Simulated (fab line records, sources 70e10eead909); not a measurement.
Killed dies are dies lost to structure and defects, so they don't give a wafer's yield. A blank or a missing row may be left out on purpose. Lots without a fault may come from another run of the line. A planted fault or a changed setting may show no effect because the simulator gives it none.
A struck lot beside a sound one | flow nand_harc | 15 steps out of a route of 1302
Sound: wafers L362.1, L362.2, L362.5. Struck: wafers L377.1, L377.2, L377.5. The cause comes at the end.
At each step with rows: each side's tool, then ch and its chambers, then its first start. Under that, the readings that differ: sound wafers | struck wafers | difference of the means | sigmas: that difference in standard deviations of wafers without a fault.
alike: readings whose means differ by less than 2 such deviations, and words and numbers that are the same on both sides. not compared: withheld readings, readings that some wafer has no value for, bounds like >300 that may hide the same value, and numbers for which the record gives no deviation and whose values overlap.
The two part at a step that has a row with sigmas, a row that says differs or no value, or rows on one side only. Numbers that don't overlap but have no deviation are shown without sigmas and don't part them. A reading that every wafer of one side lacks parts them only if that side has two wafers or more.

first, 7 steps without rows for these wafers: NHARC_P_M0_COAT_33 (time 65 s); NHARC_P_M0_COAT_03 (resist thk 90 nm); NHARC_P_M0_SOFTBAKE_04 (time 55 s); NHARC_P_M0_EBR_05; NHARC_P_M0_EXPOSE_06 (exposes mask P M0, target cd 90 nm); NHARC_P_M0_PEB_07 (peb time 65 s); NHARC_P_M0_DEVELOP_08 (develop time 35 s).
NHARC_P_M0_CD_MEAS_09: target cd 90 nm.
  sound on cd_sem-03 ch 0, day 6 13:13; struck on cd_sem-01 ch 0, day 12 18:35
  alike: cd_nm
NHARC_P_M0_OVL_MEAS_10: pitch 180 nm.
  sound on overlay-01, day 6 13:19; struck on overlay-01, day 12 18:40
  alike: overlay_x_nm, overlay_y_nm
NHARC_P_M0_INSPECT_11:
  sound on defect_inspect-02, day 6 13:22; struck on defect_inspect-01, day 12 18:43
  alike: raw_defect_count
NHARC_P_M0_DESCUM_14: chemistry O2, time 3 s.
  sound on rie_diel-10 ch 0,3, day 6 13:25; struck on rie_diel-13 ch 0,1,2, day 12 18:47
  alike: drypump_motor_current_A, oes_product_au, rf_vpp_V, showerhead_plenum_p_Torr, throttle_valve_pct
  not compared: rf_hours_counter_h
NHARC_P_M0_ETCH_34: etches the open film in N2/H2, target depth 40 nm, overetch 12 nm, time 43.94 s.
  sound on rie_diel-10 ch 0,3, day 6 13:34; struck on rie_diel-13 ch 0,2, day 12 18:52
  alike: bias_w, chamber_pressure_mTorr, drypump_motor_current_A, oes_product_au, rf_vpp_V, showerhead_plenum_p_Torr, throttle_valve_pct
  not compared: rf_hours_counter_h
NHARC_P_M0_ETCH_15: etches the open film in C4F8/Ar, target depth 150 nm, overetch 15 nm, time 82.5 s.
  sound on rie_diel-10 ch 0,3, day 6 13:46; struck on rie_diel-13 ch 1,2,3, day 12 18:59
  no value came back on the struck wafers for bias_w (W), chamber_pressure_mTorr (mTorr), oes_product_au (a.u.), rf_vpp_V (V); on the sound wafers bias_w (W) reads 298.9 301.0 298.8
NHARC_P_M0_CD_MEAS_16:
  sound on cd_sem-02, day 6 13:56; struck on cd_sem-01, day 12 19:05
  alike: cd_nm
-- the record jumps here: 19 days lie between the struck wafers' starts before and after (it left off in module P_M0 and takes up again in module END, whose first step shown is number 1302 of the route) --
NHARC_END_SORT_01:
  sound on prober-02 ch 0, day 25 02:38; struck on prober-02 ch 0, day 31 07:06
  reading                  | sound          | struck         | difference | sigmas
  defect_limited_yield (%) | 93.5 92.3 95.0 | 0 0 0          | -94        | -37
  killed_at_periphery      | 4 5 0          | 625 617 623    | +619       | +99 or more
  killed_dies              | 44 52 34       | 677 677 677    | +634       | +37
  sort_bin_2_pct (%)       | 2.2 2.4 1.5    | 94.4 94.2 95.1 | +92.5      | +84
  sort_n_pass              | 633 625 643    | 0 0 0          | -634       | -37
  sort_rim_yield_pct (%)   | 95 92 99       | 0 0 0          | -95        | -25
  sort_yield_pct (%)       | 93.5 92.3 95.0 | 0 0 0          | -94        | -37
  alike: killed_at_array, killed_at_other, killed_open, killed_short, sort_bin_3_pct, sort_bin_4_pct

WHERE THEY PART
First at NHARC_P_M0_ETCH_15; last, within this record, at NHARC_END_SORT_01.

WHY: what the simulator had put in
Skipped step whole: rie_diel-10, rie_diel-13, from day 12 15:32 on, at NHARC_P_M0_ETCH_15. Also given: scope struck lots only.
